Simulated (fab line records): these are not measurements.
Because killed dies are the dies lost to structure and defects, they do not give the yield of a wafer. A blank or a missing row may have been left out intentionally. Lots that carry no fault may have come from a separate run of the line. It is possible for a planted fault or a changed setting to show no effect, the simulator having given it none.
fab line records	flow n5Finfet
record: lots: 10	wafers: 28	lastDay: 17
route steps=1938 shown BEOL_M1@820 BEOL_M4@1111 PASSIVATION@1936
lots that met no fault: taken from a fault-free run of the same line
startH: the number of hours between the record's first day and the start of the first shown wafer of the lot	waitH: hours since the lot's step before	" the same as in the row above	L1.1+2: a row that stands for several wafers	- no value present, or no start provided	* or withheld: withheld	< > ~ a bound
route shown NAME@n: a module of which the file shows steps, and the number in the route of the first	usual: mean/standard deviation of fault-free wafers	same: alike in all rows	chamber/n: place in a boat	sites: per-site readings	_std_site: standard deviation of those values	_edge_site: mean of outer sites minus mean of inner sites	radiusMm: for every site, how far away it sits from the centre of the wafer	mask NAME#n: copy n	behind: the tool/chamber that last shaped the wafer	hold: why the lot was held/for how many hours/how that ended	device: whichever transistor did not switch (one of n, p or np)	end of line: the same wafers' tests at the end of the route	a step without rows: its recipe alone	killed: count of dies lost to structure and defects at first sort (not the wafer's yield)	map: shows each die of a wafer: x if killed, . if not, _ if none is there
set.NAME: the run value of the setting; set.NAME@STEP: its run value at that earlier step	model.NAME: the simulator's own value behind a step, which no gauge read
route steps across a sampled set of lots; one table per step, one row per wafer
services: from which hour (startH, from the record's first day; less than 0 if before it) a tool's chamber was out of use, for how many hours, and why
== steps ==
step: N5_BEOL_M1_SPUTTER_86
recipe: material: Cu	targetThkA: 45	tempC: -20	chamberPressurePa: 0.07	powerW: withheld	timeS: 8.29
usual: throttleValvePct: 30.1/1.5
lot.wafer	tool	chamber	startH	waitH	throttleValvePct
L218.2	pvdSputter-02	-	145.33	0.1	30.1
L218.3	"	-	"	"	31.9
L218.6	"	-	"	"	27.5
L217.1	pvdSputter-01	-	145.48	0.1	30.6
L217.2	"	-	"	"	28.4
L217.3	"	-	"	"	29.8
L223.1	pvdSputter-02	-	173.61	0.1	31.6
L223.2	"	-	"	"	32.0
L223.4	"	-	"	"	30.3
L224.1	pvdSputter-01	-	182.06	0.1	30.8
L224.3	"	-	"	"	28.3
L224.6	"	-	"	"	28.3
L225.1	pvdSputter-03	-	192.01	0.1	28.9
L225.5	"	-	"	"	28.9
L225.6	"	-	"	"	31.5
L232.1	pvdSputter-03	-	230.51	0.1	31.7
L232.3	"	-	"	"	31.4
L232.5	"	-	"	"	29.1
L233.1	pvdSputter-02	-	236.99	0.1	31.5
L233.2	"	-	"	"	27.7
L233.6	"	-	"	"	27.5
L234.3	pvdSputter-03	-	240.21	0.1	31.5
L234.4	"	-	"	"	29.1
L237.1	pvdSputter-03	-	259.76	0.1	28.8
L237.5	"	-	"	"	32.1
L236.2	pvdSputter-02	-	260.88	0.1	27.6
L236.3	"	-	"	"	30.0
L236.5	"	-	"	"	27.4
step: N5_BEOL_M1_SPUTTER_96
recipe: material: Cu	targetThkA: 45	tempC: -20	chamberPressurePa: 0.07	powerW: withheld	timeS: 8.29
usual: throttleValvePct: 30.1/1.6
lot.wafer	tool	chamber	startH	waitH	throttleValvePct
L218.2	pvdSputter-02	-	146.43	0.1	30.1
L218.3	"	-	"	"	31.4
L218.6	"	-	"	"	27.6
L217.1	pvdSputter-01	-	146.58	0.1	30.8
L217.2	"	-	"	"	28.3
L217.3	"	-	"	"	29.7
L223.1	pvdSputter-02	-	174.71	0.1	31.5
L223.2	"	-	"	"	32.2
L223.4	"	-	"	"	29.9
L224.1	pvdSputter-01	-	183.16	0.1	30.9
L224.3	"	-	"	"	28.5
L224.6	"	-	"	"	28.2
L225.1	pvdSputter-03	-	193.11	0.1	29.2
L225.5	"	-	"	"	29.1
L225.6	"	-	"	"	31.7
L232.1	pvdSputter-03	-	231.61	0.1	32.0
L232.3	"	-	"	"	31.5
L232.5	"	-	"	"	28.9
L233.1	pvdSputter-02	-	238.09	0.1	31.5
L233.2	"	-	"	"	27.7
L233.6	"	-	"	"	27.9
L234.3	pvdSputter-03	-	241.31	0.1	31.8
L234.4	"	-	"	"	29.0
L237.1	pvdSputter-03	-	260.86	0.1	28.9
L237.5	"	-	"	"	32.0
L236.2	pvdSputter-02	-	261.98	0.1	27.5
L236.3	"	-	"	"	30.2
L236.5	"	-	"	"	27.5
step: N5_BEOL_M1_ECD_50
recipe: material: Cu	targetThkA: 3000
lot.wafer	tool	chamber	startH	waitH
L218.2+3+6	ecdCu-01	1,0,0	146.54	0.1
L217.1+2+3	ecdCu-02	1,0,1	146.70	0.1
L223.1+2+4	ecdCu-01	1,0,0	174.83	0.1
L224.1+3+6	ecdCu-01	1,1,0	183.28	0.1
L225.1+5+6	ecdCu-01	1,1,0	193.23	0.1
L232.1+3+5	ecdCu-02	1	231.74	0.1
L233.1+2+6	ecdCu-02	0,1,1	238.21	0.1
L234.3+4	ecdCu-02	0,1	241.44	0.1
L237.1+5	ecdCu-01	0,1	260.98	0.1
L236.2+3+5	ecdCu-02	0,1,1	262.13	0.1
step: N5_BEOL_M1_CMP_52
recipe: stopOn: SiOC	tOverpolishS: 6.8	downForcePsi: 1	platenRpm: 50	clearingPlatenDownForcePsi: 1.5	clearingPlatenRpm: 50	postCmpClean: cuAlkaline	targetThkNm: 40	clearingPlatenPadVelocityMS: 0.99484	padVelocityMS: 0.99484
usual: edgeZonePressureFrac: 1.000/0.0049	motorCurrentA: 6.0/0.55	platenRpm: 50.00/0.031	timeToEndpointS: 63.6/2.8
lot.wafer	tool	chamber	startH	waitH	edgeZonePressureFrac	motorCurrentA	platenRpm	timeToEndpointS
L218.2	cmp-02	0	146.93	0.2	1.009	5.6	49.98	64.0
L218.3	"	2	"	"	1.006	5.6	50.01	58.5
L218.6	"	1	"	"	0.999	7.1	50.00	64.5
L217.2	cmp-04	3	147.07	0.2	1.009	6.2	50.03	66.8
L217.1	"	0	"	"	1.001	5.4	50.05	64.1
L217.3	"	2	"	"	1.009	4.8	49.93	62.0
L223.2	cmp-02	3	175.22	0.2	1.004	6.0	50.02	61.8
L223.1	"	0	"	"	0.998	5.9	50.00	34.8
L223.4	"	1	"	"	0.993	6.4	50.02	65.6
L224.1	cmp-04	1	183.65	0.3	1.003	5.9	50.04	40.5
L224.3	"	2	"	"	0.999	5.2	49.96	39.6
L224.6	"	1	"	"	1.003	6.0	49.98	69.6
L225.1	cmp-03	2	193.62	0.3	1.001	6.2	49.97	38.2
L225.6	"	2	"	"	1.002	6.3	50.00	61.1
L225.5	"	3	"	"	0.997	6.7	49.97	60.9
L232.1	cmp-04	1	232.11	0.3	0.994	5.6	49.97	68.0
L232.3	"	0	"	"	0.999	5.4	49.97	63.1
L232.5	"	2	"	"	0.993	5.1	50.00	58.7
L233.1	cmp-04	0	238.75	0.3	0.992	5.2	50.02	64.9
L233.2	"	1	"	"	1.001	5.7	49.99	63.7
L233.6	"	0	"	"	1.001	5.2	50.01	65.8
L234.4	cmp-03	2	241.81	0.1	0.998	6.4	50.03	59.9
L234.3	"	3	"	"	1.000	6.8	50.01	59.9
L237.1	cmp-03	3	261.85	0.4	1.003	6.5	49.97	59.2
L237.5	"	1	"	"	0.999	6.1	49.97	62.2
L236.3	cmp-04	1	262.94	0.3	0.996	6.0	50.02	67.2
L236.2	"	2	"	"	1.003	5.2	50.08	63.3
L236.5	"	0	"	"	0.996	5.6	50.01	63.4
step: N5_BEOL_M1_THK_MEAS_53
recipe: thkMeasGauge: xrf	reads: Cu_of_BEOL_M1_ECD_50
usual: M1_THK: 40.2/1.7
lot.wafer	tool	chamber	startH	waitH	M1_THK[nm]
L218.2	filmMetro-01	-	147.23	-	42.1
L218.3	"	-	"	"	37.6
L218.6	"	-	"	"	41.6
L217.1	filmMetro-01	-	147.37	-	38.1
L217.2	"	-	"	"	38.7
L217.3	"	-	"	"	38.2
L223.1	filmMetro-01	-	175.52	-	40.6
L223.2	"	-	"	"	39.1
L223.4	"	-	"	"	42.7
L224.1	filmMetro-01	-	183.95	-	42.3
L224.3	"	-	"	"	38.5
L224.6	"	-	"	"	40.5
L225.1	filmMetro-01	-	193.91	-	39.1
L225.5	"	-	"	"	42.7
L225.6	"	-	"	"	41.2
L232.1	filmMetro-02	-	232.41	-	41.2
L232.3	"	-	"	"	41.7
L232.5	"	-	"	"	40.6
L233.1	filmMetro-01	-	239.01	-	39.2
L233.2	"	-	"	"	39.6
L233.6	"	-	"	"	40.1
L234.3	filmMetro-02	-	242.11	-	40.8
L234.4	"	-	"	"	42.6
L237.1	filmMetro-02	-	262.04	-	40.7
L237.5	"	-	"	"	41.0
L236.2	filmMetro-02	-	263.16	-	39.1
L236.3	"	-	"	"	40.0
L236.5	"	-	"	"	37.6
step: N5_BEOL_M4_RC_MEAS_101
usual: DIBL_N: 37.1/1.9	DIBL_P: 37.2/2.3	IOFF_N: 0.18/0.04	IOFF_P: 0.23/0.044	ION_N: 682/11	ION_P: 468/8.6	SS_N: 71.9/0.68	SS_P: 73.5/0.74	VT_N: 248/3.4	VT_P: -248/3.4
lot.wafer	tool	chamber	startH	waitH	DIBL_N[mV/V]	DIBL_P[mV/V]	IOFF_N[nA/um]	IOFF_P[nA/um]	ION_N[uA/um]	ION_P[uA/um]	SS_N[mV/dec]	SS_P[mV/dec]	VT_N[mV]	VT_P[mV]
L218.2	prober-02	0	187.97	0.2	38.1	37.6	0.21	0.31	687	479	72.3	74.1	246	-240
L218.3	"	0	"	"	35.6	34.7	0.15	0.24	673	473	71.4	73.8	248	-245
L218.6	"	0	"	"	35.8	34.2	0.16	0.24	680	473	70.9	73.1	247	-246
L217.1	prober-02	0	191.06	0.2	33.6	34.6	0.13	0.19	662	461	71.1	73.4	254	-249
L217.2	"	0	"	"	35.1	36.4	0.16	0.22	683	468	71.5	74.3	251	-245
L217.3	"	0	"	"	34.7	36.5	0.15	0.22	676	475	71.6	73.2	252	-249
L223.1	prober-01	0	212.68	0.0	35.0	34.4	0.14	0.19	672	466	71.7	72.6	250	-251
L223.2	"	0	"	"	37.0	37.8	0.20	0.26	694	481	71.6	73.7	244	-244
L223.4	"	0	"	"	37.2	37.1	0.19	0.23	679	466	72.2	73.2	244	-249
L224.1	prober-02	0	216.78	0.0	35.6	34.3	0.13	0.16	683	460	71.8	72.7	252	-254
L224.3	"	0	"	"	36.6	35.9	0.17	0.19	696	481	71.9	72.9	249	-253
L224.6	"	0	"	"	37.1	36.2	0.17	0.20	693	474	71.8	73.7	248	-252
L225.1	prober-01	0	226.21	0.0	36.6	38.5	0.17	0.20	685	461	71.6	74.0	249	-254
L225.5	"	0	"	"	34.3	37.1	0.14	0.18	676	461	70.7	73.0	254	-251
L225.6	"	0	"	"	34.6	35.9	0.14	0.17	675	456	71.0	72.0	251	-255
L232.1	prober-02	0	265.64	0.0	38.1	37.8	0.16	0.21	685	469	71.9	73.6	250	-252
L232.3	"	0	"	"	37.3	37.4	0.18	0.22	687	471	72.5	73.9	247	-251
L232.5	"	0	"	"	37.4	37.3	0.16	0.21	676	470	72.7	72.8	251	-251
L234.3	prober-01	0	276.53	0.3	36.9	35.7	0.17	0.18	666	444	73.2	73.4	250	-256
L234.4	"	0	"	"	37.8	35.7	0.19	0.19	670	452	73.0	73.2	251	-253
L233.1	prober-01	0	280.75	0.0	38.3	37.5	0.19	0.26	698	484	71.2	74.0	245	-244
L233.2	"	0	"	"	40.2	38.8	0.24	0.30	688	465	72.5	74.3	244	-245
L233.6	"	0	"	"	40.9	40.6	0.25	0.33	693	476	72.6	73.9	244	-244
L237.1	prober-01	0	294.81	0.0	36.3	37.3	0.19	0.26	689	471	72.2	73.4	246	-245
L237.5	"	0	"	"	32.8	33.6	0.13	0.20	652	457	71.2	71.7	253	-250
L236.2	prober-02	0	295.52	0.2	35.7	36.0	0.16	0.20	685	469	70.9	73.0	248	-250
L236.3	"	0	"	"	40.3	39.2	0.23	0.24	684	461	72.7	74.4	245	-252
L236.5	"	0	"	"	36.5	36.0	0.16	0.20	685	468	71.6	73.3	249	-253
step: N5_PASSIVATION_PROBE_49
usual: defectLimitedYield: 91.5/1.4	killed_at_M0_to_M3: 32/9.7	killed_at_M4_up: 14/5.3	killedAtContacts: 11/6	killedAtFrontEnd: 39/14	killedAtOther: 3.3/2.7	killedDies: 100/17	killedOpen: 66/13	killedShort: 32/7.4	sort_bin_4_leakage: 0.02/0.16	sort_bin_5_function: 4.9/0.9	sort_bin_6_memory: 3.2/0.72	sort_bin_8_speed: 0.00/0.0071	sortNPass: 1080/17	sortYieldPct: 91.5/1.4
same: grossDies: 1180	killedAtBackSide: 0
lot.wafer	tool	chamber	startH	waitH	defectLimitedYield[%]	killed_at_M0_to_M3	killed_at_M4_up	killedAtContacts	killedAtFrontEnd	killedAtOther	killedDies	killedOpen	killedShort	sort_bin_4_leakage[%]	sort_bin_5_function[%]	sort_bin_6_memory[%]	sort_bin_8_speed[%]	sortNPass	sortYieldPct[%]
L223.1	prober-02	-	311.33	0.0	93.1	27	17	19	17	2	82	51	30	0	4.1	2.6	0	1098	93.1
L223.2	prober-02	-	311.38	0.1	91.5	26	14	2	55	3	100	64	29	0	4.2	3.8	0	1080	91.5
L223.4	prober-02	-	311.48	0.2	92.4	25	7	10	45	3	90	55	33	0	4.2	2.8	0	1090	92.4
L224.1	prober-02	-	322.81	0.0	91.1	25	14	23	41	2	105	73	31	0	5.6	3.1	0	1075	91.1
L224.3	prober-02	-	322.91	0.1	92.5	30	10	28	21	0	89	56	32	0	4.5	2.6	0	1091	92.5
L224.6	prober-02	-	323.06	0.3	90.0	59	18	18	20	3	118	90	27	0	6.2	3.6	0	1062	90.0
L225.1	prober-01	-	328.69	0.0	89.5	37	12	12	62	1	124	81	40	0	5.9	4.1	0	1056	89.5
L225.5	prober-01	-	328.89	0.2	90.4	25	11	22	51	4	113	73	39	0	5.8	3.6	0	1067	90.4
L225.6	prober-01	-	328.94	0.3	89.4	34	11	17	54	9	125	88	36	0	6.4	3.8	0	1055	89.4
L232.1	prober-01	-	367.93	0.0	92.9	29	11	11	30	3	84	55	26	0	4.3	2.7	0	1096	92.9
L232.3	prober-01	-	368.03	0.1	90.9	33	11	9	52	2	107	67	38	0	4.9	3.7	0	1073	90.9
L232.5	prober-01	-	368.13	0.2	93.1	25	10	6	36	4	81	52	28	0	3.8	2.9	0	1099	93.1
L236.2	prober-02	-	392.33	0.1	90.8	52	25	2	28	1	108	70	35	0	5.4	3.3	0	1072	90.8
L236.3	prober-02	-	392.38	0.1	91.8	39	15	2	41	0	97	61	28	0	4.3	2.9	0	1083	91.8
L236.5	prober-02	-	392.48	0.2	89.4	40	21	8	55	1	125	80	36	0	5.5	4.2	0	1055	89.4
L237.1	prober-01	-	398.41	0.0	91.9	16	13	18	45	3	95	62	29	0	4.8	3.1	0	1085	91.9
L237.5	prober-01	-	398.61	0.2	87.4	51	22	8	63	5	149	96	52	0	6.9	5.1	0	1031	87.4
killed by level:class
L223.1 MOL_CONTACT_COAG:geometricParticle:short=10 MOL_CONTACT_COAG:geometricParticle:open=9 BEOL_M2:geometricParticle:open=6 BEOL_M4:geometricParticle:open=6 BEOL_M1:geometricParticle:open=5 BEOL_M3:geometricParticle:open=5 BEOL_M0_SAQP:geometricParticle:open=4 BEOL_M0_SAQP:geometricParticle:short=4
L223.2 STI_FIN_REVEAL:geometricParticle:open=30 STI_FIN_REVEAL:geometricParticle:short=5 BEOL_M0_SAQP:geometricParticle:short=5 DUMMY_GATE:geometricParticle:short=4 BEOL_M4:geometricParticle:open=4 BEOL_M11:geometricParticle:open=4 HKMG_FIN:areaEtch=4 FIN_SAQP:geometricParticle:short=3
L223.4 FIN_SAQP:geometricParticle:short=16 STI_FIN_REVEAL:geometricParticle:open=10 MOL_CONTACT_COAG:geometricParticle:open=9 FIN_SAQP:geometricParticle:open=7 BEOL_M0_SAQP:geometricParticle:open=5 BEOL_M1:geometricParticle:open=5 BEOL_M0_SAQP:geometricParticle:short=4 BEOL_M2:geometricParticle:open=4
L224.1 MOL_CONTACT_COAG:geometricParticle:open=19 STI_FIN_REVEAL:geometricParticle:open=14 BEOL_M2:geometricParticle:open=7 BEOL_M4:geometricParticle:short=7 BEOL_M3:geometricParticle:open=6 FIN_SAQP:geometricParticle:short=5 FIN_SAQP:geometricParticle:open=4 GATE_CUT:geometricParticle:short=4
L224.3 MOL_CONTACT_COAG:geometricParticle:open=22 BEOL_M0_SAQP:geometricParticle:short=9 BEOL_M0_SAQP:geometricParticle:open=7 FIN_SAQP:geometricParticle:short=6 MOL_CONTACT_COAG:geometricParticle:short=6 BEOL_M3:geometricParticle:open=6 BEOL_M2:geometricParticle:open=5 STI_FIN_REVEAL:geometricParticle:open=3
L224.6 MOL_CONTACT_COAG:geometricParticle:open=16 BEOL_M3:geometricParticle:open=14 BEOL_M2:geometricParticle:open=13 BEOL_M0_SAQP:geometricParticle:open=12 BEOL_M4:geometricParticle:open=9 STI_FIN_REVEAL:geometricParticle:open=8 BEOL_M0_SAQP:geometricParticle:short=7 BEOL_M0:geometricParticle:open=6
L225.1 FIN_SAQP:geometricParticle:open=14 STI_FIN_REVEAL:geometricParticle:open=13 MOL_CONTACT_COAG:geometricParticle:open=12 FIN_SAQP:geometricParticle:short=11 BEOL_M0_SAQP:geometricParticle:open=10 BEOL_M0_SAQP:geometricParticle:short=10 DUMMY_GATE:geometricParticle:open=7 BEOL_M2:geometricParticle:open=7
L225.5 FIN_SAQP:geometricParticle:short=16 STI_FIN_REVEAL:geometricParticle:open=15 MOL_CONTACT_COAG:geometricParticle:open=15 BEOL_M0_SAQP:geometricParticle:open=9 BEOL_M4:geometricParticle:open=8 FIN_SAQP:geometricParticle:open=7 MOL_CONTACT_COAG:geometricParticle:short=7 BEOL_M0_SAQP:geometricParticle:short=6
L225.6 STI_FIN_REVEAL:geometricParticle:open=20 MOL_CONTACT_COAG:geometricParticle:open=16 FIN_SAQP:geometricParticle:open=9 BEOL_M0_SAQP:geometricParticle:short=9 STI_FIN_REVEAL:geometricParticle:short=8 BEOL_M2:geometricParticle:open=7 BEOL_M0_SAQP:geometricParticle:open=7 BEOL_M4:geometricParticle:open=7
L232.1 MOL_CONTACT_COAG:geometricParticle:open=9 BEOL_M2:geometricParticle:open=8 STI_FIN_REVEAL:geometricParticle:open=7 BEOL_M0_SAQP:geometricParticle:short=7 BEOL_M0_SAQP:geometricParticle:open=5 FIN_SAQP:geometricParticle:open=4 FIN_SAQP:geometricParticle:short=3 STARTING-WAFER:geometricParticle:short=3
L232.3 BEOL_M0_SAQP:geometricParticle:open=15 FIN_SAQP:geometricParticle:short=12 STI_FIN_REVEAL:geometricParticle:open=9 BEOL_M0_SAQP:geometricParticle:short=9 MOL_CONTACT_COAG:geometricParticle:open=8 STARTING-WAFER:geometricParticle:open=7 FIN_SAQP:geometricParticle:open=5 DUMMY_GATE:geometricParticle:open=5
L232.5 STI_FIN_REVEAL:geometricParticle:open=10 FIN_SAQP:geometricParticle:short=7 BEOL_M2:geometricParticle:open=6 MOL_CONTACT_COAG:geometricParticle:open=5 BEOL_M0_SAQP:geometricParticle:short=4 BEOL_M0_SAQP:geometricParticle:open=4 BEOL_M7:geometricParticle:open=4 STI_FIN_REVEAL:geometricParticle:short=3
L236.2 BEOL_M0_SAQP:geometricParticle:open=19 BEOL_M0_SAQP:geometricParticle:short=13 BEOL_M3:geometricParticle:open=9 FIN_SAQP:geometricParticle:open=8 BEOL_M4:geometricParticle:open=8 BEOL_M1:geometricParticle:open=6 FIN_SAQP:geometricParticle:short=5 BEOL_M5:geometricParticle:short=4
L236.3 BEOL_M0_SAQP:geometricParticle:open=15 FIN_SAQP:geometricParticle:open=12 BEOL_M0_SAQP:geometricParticle:short=10 BEOL_M4:geometricParticle:open=10 FIN_SAQP:geometricParticle:short=8 HKMG_FIN:areaEtch=7 BEOL_M1:geometricParticle:open=6 BEOL_M3:geometricParticle:open=4
L236.5 FIN_SAQP:geometricParticle:short=10 FIN_SAQP:geometricParticle:open=10 BEOL_M0_SAQP:geometricParticle:open=10 BEOL_M3:geometricParticle:open=10 HKMG_FIN:areaEtch=8 BEOL_M1:geometricParticle:open=7 MOL_CONTACT_COAG:geometricParticle:open=6 BEOL_M4:geometricParticle:open=5
L237.1 MOL_CONTACT_COAG:geometricParticle:open=13 FIN_SAQP:geometricParticle:open=8 STI_FIN_REVEAL:geometricParticle:open=7 BEOL_M3:geometricParticle:open=6 ILD0:geometricParticle:open=5 GATE_CUT:geometricParticle:short=5 MOL_CONTACT_COAG:geometricParticle:short=5 BEOL_M4:geometricParticle:open=5
L237.5 STI_FIN_REVEAL:geometricParticle:open=23 BEOL_M0_SAQP:geometricParticle:open=10 BEOL_M2:geometricParticle:open=10 BEOL_M0_SAQP:geometricParticle:short=8 BEOL_M3:geometricParticle:open=8 GATE_CUT:geometricParticle:short=7 MOL_CONTACT_COAG:geometricParticle:open=7 BEOL_M4:geometricParticle:open=7
== services ==
tool	chamber	startH	hours	kind
ecdCu-01	-	123.85	0.3	repair
pvdSputter-03	-	139.16	3.7	repair
cmp-04	-	158.74	3.8	repair
cmp-02	-	178.01	4.0	pm
ecdCu-02	-	179.17	5.5	pm
cmp-02	-	182.01	-	consumableReplace:conditioner
cmp-02	-	182.01	-	consumableReplace:pad
cmp-03	-	184.14	4.0	pm
cmp-03	-	188.14	-	consumableReplace:conditioner
cmp-03	-	188.14	-	consumableReplace:pad
cmp-02	-	210.96	1.2	repair
cmp-04	-	219.35	4.8	pm
cmp-04	-	230.39	0.8	repair
cmp-04	-	244.50	5.0	repair
cmp-02	-	256.81	4.4	pm
== key ==
firstSign: step: N5_BEOL_M1_CMP_52	reading: timeToEndpointS	direction: down	sigmas: 9.1	usual: *	struck: *
effect none on later readings
metAt N5_BEOL_M1_ECD_50
struckLots L223,L224,L225
struckWafers L223.1,L224.1,L224.3,L225.1
notActingAt N5_BEOL_M1_SPUTTER_86,N5_BEOL_M1_SPUTTER_96,N5_BEOL_M1_THK_MEAS_53
onsetBetween 146.54 174.83
fault: kind: processParameterDrift	tool: ecdCu-01	chamber: -	onsetH: 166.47	steps: N5_BEOL_M1_ECD_50	channel: targetThkA	offset: *	shape: step	endH: 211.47	scope: struckWafersOnly	actsIn: *	stated: *
